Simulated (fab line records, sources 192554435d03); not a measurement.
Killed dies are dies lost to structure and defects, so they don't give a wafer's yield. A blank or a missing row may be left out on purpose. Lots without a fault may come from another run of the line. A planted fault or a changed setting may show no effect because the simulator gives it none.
Which tool did it? | flow n5_finfet | 11 lots, 32 wafers sampled, at 5 steps of a route of 1938

WHAT THE GAUGES READ, wafer by wafer
N5_BEOL_M1_OVL_MEAS_29. Usual: V0_OVL 0.6 nm, standard deviation 0.74.
lot  | measured     | on         | V0_OVL (nm)    | flag
L622 | day 7 16:10  | overlay-02 | 2.1 0.7 1.1    |
L624 | day 7 18:16  | overlay-02 | 1.8 1.6 0.7    |
L628 | day 8 00:04  | overlay-02 | 1.3 2.3 0.3    |
L629 | day 8 00:21  | overlay-02 | 0.8 1.1 1.2    |
L631 | day 8 13:27  | overlay-01 | -0.6 0.8 1.4   |
L635 | day 9 12:31  | overlay-01 | 0.6 0.6        |
L634 | day 9 12:43  | overlay-02 | -0.3 1.1 1.0   |
L637 | day 10 06:35 | overlay-02 | -0.4 -0.1 -0.6 |
L642 | day 11 12:38 | overlay-01 | -0.5 1.1 0.5   |
L643 | day 11 15:10 | overlay-01 | -0.9 0.6 -0.6  |
L644 | day 12 04:55 | overlay-02 | -0.5 1.0 -0.5  |

N5_BEOL_M1_INSPECT_30: inspects for defects (brightfield). Usual: raw_defect_count 421, standard deviation 98.
lot  | measured     | on                | raw_defect_count | flag
L622 | day 7 16:12  | defect_inspect-02 | 484 445 494      |
L624 | day 7 18:19  | defect_inspect-01 | 317 521 440      |
L628 | day 8 00:08  | defect_inspect-02 | 377 447 507      |
L629 | day 8 00:25  | defect_inspect-01 | 593 476 554      |
L631 | day 8 13:30  | defect_inspect-02 | 432 284 296      |
L635 | day 9 12:34  | defect_inspect-01 | 437 440          |
L634 | day 9 12:46  | defect_inspect-01 | 491 501 613      |
L637 | day 10 06:38 | defect_inspect-02 | 375 573 378      |
L642 | day 11 12:40 | defect_inspect-02 | 525 488 454      |
L643 | day 11 15:14 | defect_inspect-01 | 347 336 377      |
L644 | day 12 04:58 | defect_inspect-01 | 296 328 329      |

N5_BEOL_M4_RC_MEAS_101. Usual: DIBL_N 35.6 mV/V, standard deviation 1.7; DIBL_P 35.0 mV/V, standard deviation 2; IOFF_N 0.148 nA/um, standard deviation 0.027; IOFF_P 0.19 nA/um, standard deviation 0.032; ION_N 671 uA/um, standard deviation 14; ION_P 460 uA/um, standard deviation 9.1; SS_N 71.3 mV/dec, standard deviation 0.62; SS_P 73.0 mV/dec, standard deviation 0.64; VT_N 251 mV, standard deviation 3.2; VT_P -251.5 mV, standard deviation 2.9.
lot  | measured     | on        | DIBL_N (mV/V)  | DIBL_P (mV/V)  | IOFF_N (nA/um)    | IOFF_P (nA/um) | ION_N (uA/um) | ION_P (uA/um) | SS_N (mV/dec)  | SS_P (mV/dec)  | VT_N (mV)   | VT_P (mV)            | flag
L622 | day 9 12:35  | prober-02 | 34.3 35.7 33.8 | 32.1 34.3 31.4 | 0.130 0.156 0.123 | 0.17 0.20 0.16 | 663 696 671   | 456 474 462   | 71.3 71.2 71.0 | 73.1 72.7 72.7 | 250 248 254 | -252.0 -251.6 -250.1 |
L624 | day 9 15:12  | prober-01 | 38.2 38.3 37.6 | 38.9 39.4 38.2 | 0.168 0.180 0.164 | 0.20 0.22 0.20 | 692 685 687   | 473 466 465   | 72.1 71.9 71.9 | 73.6 73.4 73.0 | 250 248 249 | -252.7 -253.7 -252.6 |
L628 | day 9 23:37  | prober-02 | 37.1 34.2 34.7 | 36.6 32.5 33.0 | 0.197 0.137 0.146 | 0.23 0.17 0.17 | 695 684 683   | 472 469 461   | 71.7 70.8 71.3 | 73.7 72.0 72.5 | 245 249 249 | -246.6 -251.2 -253.8 |
L629 | day 10 01:23 | prober-02 | 35.7 35.9 35.4 | 34.8 36.2 35.7 | 0.150 0.157 0.155 | 0.21 0.23 0.22 | 679 663 680   | 469 458 465   | 71.5 71.7 71.7 | 72.9 73.0 72.7 | 251 250 249 | -249.0 -249.4 -250.6 |
L631 | day 11 09:05 | prober-01 | 34.4 31.1 35.0 | 36.7 31.3 36.3 | 0.149 0.094 0.163 | 0.25 0.16 0.24 | 679 650 687   | 471 460 472   | 71.1 71.0 71.4 | 74.1 71.8 73.4 | 249 257 248 | -246.7 -249.5 -247.2 |
L635 | day 12 13:04 | prober-02 | 38.8 38.5      | 36.7 36.0      | 0.158 0.165       | 0.19 0.19      | 668 660       | 450 447       | 70.9 72.1      | 74.1 73.2      | 253 252     | -254.5 -252.7        |
L634 | day 12 11:49 | prober-01 | 34.1 36.7 35.3 | 32.5 35.3 33.7 | 0.126 0.179 0.135 | 0.17 0.22 0.19 | 673 701 669   | 468 476 463   | 70.2 70.7 70.7 | 72.2 73.4 72.8 | 252 244 251 | -252.6 -248.5 -252.8 |
L637 | day 12 17:50 | prober-02 | 35.9 38.4 35.4 | 36.6 38.6 34.7 | 0.155 0.197 0.136 | 0.21 0.24 0.18 | 679 670 680   | 463 449 463   | 71.0 71.7 70.7 | 73.1 73.7 72.6 | 251 247 254 | -250.7 -249.5 -251.3 |
L642 | day 13 20:51 | prober-02 | 34.3 36.1 33.4 | 32.5 34.7 31.5 | 0.125 0.166 0.114 | 0.17 0.21 0.16 | 661 677 662   | 453 458 460   | 71.1 71.4 70.9 | 72.1 72.9 71.8 | 250 245 254 | -253.9 -248.5 -254.1 |
L643 | day 14 10:01 | prober-01 | 37.0 36.2 34.6 | 37.4 35.8 33.7 | 0.156 0.144 0.120 | 0.22 0.18 0.16 | 677 680 668   | 472 464 462   | 71.3 71.2 69.9 | 73.3 72.3 72.6 | 250 251 254 | -251.2 -253.6 -252.9 |
L644 | day 14 09:56 | prober-02 | 37.7 35.9 36.3 | 37.6 35.5 36.0 | 0.200 0.155 0.166 | 0.22 0.19 0.20 | 701 679 681   | 468 458 456   | 71.8 71.2 71.3 | 74.1 73.3 73.6 | 246 249 245 | -253.1 -251.3 -250.3 |

WHICH TOOL RAN EACH LOT (tool, then ch and the chambers of the sampled wafers, then the start)
lot  | N5_BEOL_M0_CO_CAP_123            | N5_BEOL_M1_COAT_67
L622 | cvd_co-02 ch 1,2, day 7 14:23    | litho_track-03 ch 0, day 7 15:50
L624 | cvd_co-02 ch 0,1,2, day 7 15:38  | litho_track-03 ch 0, day 7 17:49
L628 | cvd_co-02 ch 1,2, day 7 21:47    | litho_track-04 ch 0, day 7 23:46
L629 | cvd_co-01 ch 0,1,2, day 7 22:04  | litho_track-03 ch 0, day 7 23:55
L631 | cvd_co-02 ch 0,1,2, day 8 10:40  | litho_track-03 ch 0, day 8 13:01
L635 | cvd_co-01 ch 1,2, day 9 10:47    | litho_track-02 ch 0, day 9 12:12
L634 | cvd_co-02 ch 0,2, day 9 10:54    | litho_track-02 ch 0, day 9 12:23
L637 | cvd_co-02 ch 0,1,2, day 10 03:41 | litho_track-04 ch 0, day 10 06:09
L642 | cvd_co-01 ch 0,1,2, day 11 10:04 | litho_track-02 ch 0, day 11 12:11
L643 | cvd_co-01 ch 0,1,2, day 11 13:25 | litho_track-04 ch 0, day 11 14:52
L644 | cvd_co-01 ch 1,2, day 12 02:08   | litho_track-03 ch 0, day 12 04:36
- N5_BEOL_M0_CO_CAP_123: material Co, precursor CCTBA/H2, target thk 2 nm, time 102.1 s.
- N5_BEOL_M1_COAT_67: time 60 s, resist thk 60 nm.

WHAT THE TOOLS THEMSELVES READ (means of the sampled wafers that have a number; where no wafer has one, the mark that the record gives instead)
N5_BEOL_M0_CO_CAP_123. Usual: heater_power_w 234 W, standard deviation 9.6.
lot  | tool      | heater_power_w (W) | flag
L622 | cvd_co-02 | 237                |
L624 | cvd_co-02 | 234                |
L628 | cvd_co-02 | 240                |
L629 | cvd_co-01 | 232                |
L631 | cvd_co-02 | 233                |
L635 | cvd_co-01 | 225                |
L634 | cvd_co-02 | 230                |
L637 | cvd_co-02 | 233                |
L642 | cvd_co-01 | 238                |
L643 | cvd_co-01 | 240                |
L644 | cvd_co-01 | 229                |

N5_BEOL_M1_COAT_67. Usual: chill_plate_temp_C 23.01 C, standard deviation 0.11; heater_power_total_W 500.4 W, standard deviation 1.8; plate_temp_C 249.99 C, standard deviation 0.18.
lot  | tool           | chill_plate_temp_C (C) | heater_power_total_W (W) | plate_temp_C (C) | flag
L622 | litho_track-03 | 22.91                  | 501.3                    | 250.09           |
L624 | litho_track-03 | 23.03                  | 499.9                    | 250.09           |
L628 | litho_track-04 | 22.99                  | 501.1                    | 250.22           |
L629 | litho_track-03 | 22.87                  | 487.9                    | 244.93           | OFF
L631 | litho_track-03 | 23.04                  | 487.3                    | 245.04           | OFF
L635 | litho_track-02 | 22.91                  | 500.4                    | 250.11           |
L634 | litho_track-02 | 23.02                  | 498.8                    | 249.88           |
L637 | litho_track-04 | 23.09                  | 498.7                    | 249.87           |
L642 | litho_track-02 | 23.18                  | 500.3                    | 249.91           |
L643 | litho_track-04 | 23.10                  | 500.3                    | 250.13           |
L644 | litho_track-03 | 23.14                  | 500.3                    | 249.93           |

THE ANSWER, worked out from the rows above alone
Rule: a lot is off if the mean of its wafers that have a number lies more than 3 standard deviations from the usual mean. A lot without any number at a reading at which 4 lots or more have one is off too. The other lots that the step has rows for count as sound. The gauges are gone through in route order, then the tools' own readings, and for those a lot's mean is taken as printed above. The first step at which some lot is off is used, and at that step the reading that is off furthest; a lot without a number counts as furthest.
Off: L629, L631, at N5_BEOL_M1_COAT_67 (plate_temp_C).
A tool fits if, at that step or a process step before it, it ran every lot that is off, and no sound lot after the first of them. None of those tried fits.

WHAT THE SIMULATOR HAD PUT IN
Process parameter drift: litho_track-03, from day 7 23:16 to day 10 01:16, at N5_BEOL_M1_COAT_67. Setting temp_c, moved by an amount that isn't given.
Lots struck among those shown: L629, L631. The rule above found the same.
